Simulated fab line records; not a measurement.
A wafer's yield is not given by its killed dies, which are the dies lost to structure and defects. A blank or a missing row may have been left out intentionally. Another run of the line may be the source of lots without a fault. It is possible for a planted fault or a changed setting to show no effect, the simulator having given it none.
A lot that was struck, set against a sound lot || flow n5Finfet || 33 steps out of a route of 1938
Sound: wafers L743.2, L743.4, L743.6. Struck: wafers L761.2, L761.3, L761.6. The cause is named last.
Per side, at each step with rows, come the tool, then ch with its chambers, and then its first start. Under that, the readings that differ: sound wafers || struck wafers || difference of the means || sigmas: that difference in standard deviations of wafers without a fault.
alike: same words and numbers on both sides, and readings whose means sit less than 2 such deviations apart. not compared: any withheld reading, any reading some wafer has no value for, any bound like >300 that may hide the same value, and any number with overlapping values for which the record gives no deviation.
A row with sigmas, a row that says differs or no value, or rows on one side alone: a step with any of these is where the two part. When numbers do not overlap yet have no deviation, they are printed without sigmas and do not part them. A reading that every wafer of one side lacks parts them only if that side has two wafers or more.

first, 10 steps without rows for these wafers: N5_BEOL_M2_ETCH_41 (etches SiCN in CH3F/O2, target depth 29.9 nm, time 52.5 s); N5_BEOL_M2_STRIP_97 (strips in N2/H2, time 10 s); N5_BEOL_M2_HM_STRIP_39 (strips TiN in peroxide tin strip, target depth 25 nm, time 158 s); N5_BEOL_M2_SRD_40 (time 30 s); N5_BEOL_M2_PRECLEAN_42 (cleans in residue remover, time 60 s); N5_BEOL_M2_SRD_43 (time 30 s); N5_BEOL_M2_DEGAS_44 (time 60 s); N5_BEOL_M2_PRE_CLEAN_45 (time 30 s); N5_BEOL_M2_ALD_84 (deposits TaN, pulse time 2 s, purge time 3 s, co reactant purge time 2 s); N5_BEOL_M2_SURFACE_TREAT_85.
N5_BEOL_M2_CVD_47: deposits Co from CCTBA/H2, target thk 3 nm, time 223.8 s.
  sound on cvdCo-02 ch 0,2, day 6 23:02; struck on cvdCo-01 ch 0,1,2, day 11 23:09
  no value came back on the struck wafers for chamberPressureTorr (Torr), runLengthS (s), timeS (s); on the sound wafers chamberPressureTorr (Torr) reads 30.01 30.01 30.01
then, 19 steps without rows for these wafers: N5_BEOL_M2_SPUTTER_48 (material Cu, target thk 4.5 nm, time 8.29 s); N5_BEOL_M2_ANNEAL_49 (time 240 s); N5_BEOL_M2_SPUTTER_79 (material Cu, target thk 4.5 nm, time 8.29 s); N5_BEOL_M2_ANNEAL_80 (time 240 s); N5_BEOL_M2_SPUTTER_81 (material Cu, target thk 4.5 nm, time 8.29 s); N5_BEOL_M2_ANNEAL_82 (time 240 s); N5_BEOL_M2_SPUTTER_86 (material Cu, target thk 4.5 nm, time 8.29 s); N5_BEOL_M2_ANNEAL_87 (time 240 s); N5_BEOL_M2_SPUTTER_88 (material Cu, target thk 4.5 nm, time 8.29 s); N5_BEOL_M2_ANNEAL_89 (time 240 s); N5_BEOL_M2_SPUTTER_90 (material Cu, target thk 4.5 nm, time 8.29 s); N5_BEOL_M2_ANNEAL_91 (time 240 s); N5_BEOL_M2_SPUTTER_92 (material Cu, target thk 4.5 nm, time 8.29 s); N5_BEOL_M2_ANNEAL_93 (time 240 s); N5_BEOL_M2_SPUTTER_94 (material Cu, target thk 4.5 nm, time 8.29 s); N5_BEOL_M2_ANNEAL_95 (time 240 s); N5_BEOL_M2_SPUTTER_96 (material Cu, target thk 4.5 nm, time 8.29 s); N5_BEOL_M2_ECD_50 (material Cu, target thk 300 nm); N5_BEOL_M2_ANNEAL_51 (time 90 s).
N5_BEOL_M2_CMP_52: polishes, stops on SiOC, t overpolish 6.8 s, target thk 40 nm.
  sound on cmp-02 ch 1,2,3, day 7 01:34; struck on cmp-04 ch 1,2, day 12 01:34
{"reading": "barrierFieldEndpointS (s)", "sound": "24.5 25.0 25.3", "struck": "21.2 21.0 21.6", "difference": -3.7, "sigmas": -5}
{"reading": "motorCurrentA (A)", "sound": "5.5 5.5 5.7", "struck": "6.9 6.9 6.4", "difference": "+1.2", "sigmas": "+2"}
{"reading": "model.Cu_of_BEOL_M2_ECD_50.thkNm (nm)", "sound": "41.2 39 40.6", "struck": "44 42 44.4", "difference": "+3", "sigmas": ""}
  alike: edgeZonePressureFrac, headPressurePsi
N5_BEOL_M4_RC_MEAS_101:
  the record has rows for the sound wafers here (prober-02 ch 0, day 8 04:31) and none for the struck ones
-- record jumps: 6 days separate the struck wafers' starts on either side; left off in module BEOL_M4, taken up again in module PASSIVATION, whose first shown step is the route's number 1936 --
N5_PASSIVATION_PROBE_49:
  rows exist in the record for the struck wafers here (prober-02, day 17 15:41), but not for the sound ones

## WHERE THEY PART
Earliest at N5_BEOL_M2_CVD_47; latest, in this record, at N5_PASSIVATION_PROBE_49.

WHY: what the simulator had put in
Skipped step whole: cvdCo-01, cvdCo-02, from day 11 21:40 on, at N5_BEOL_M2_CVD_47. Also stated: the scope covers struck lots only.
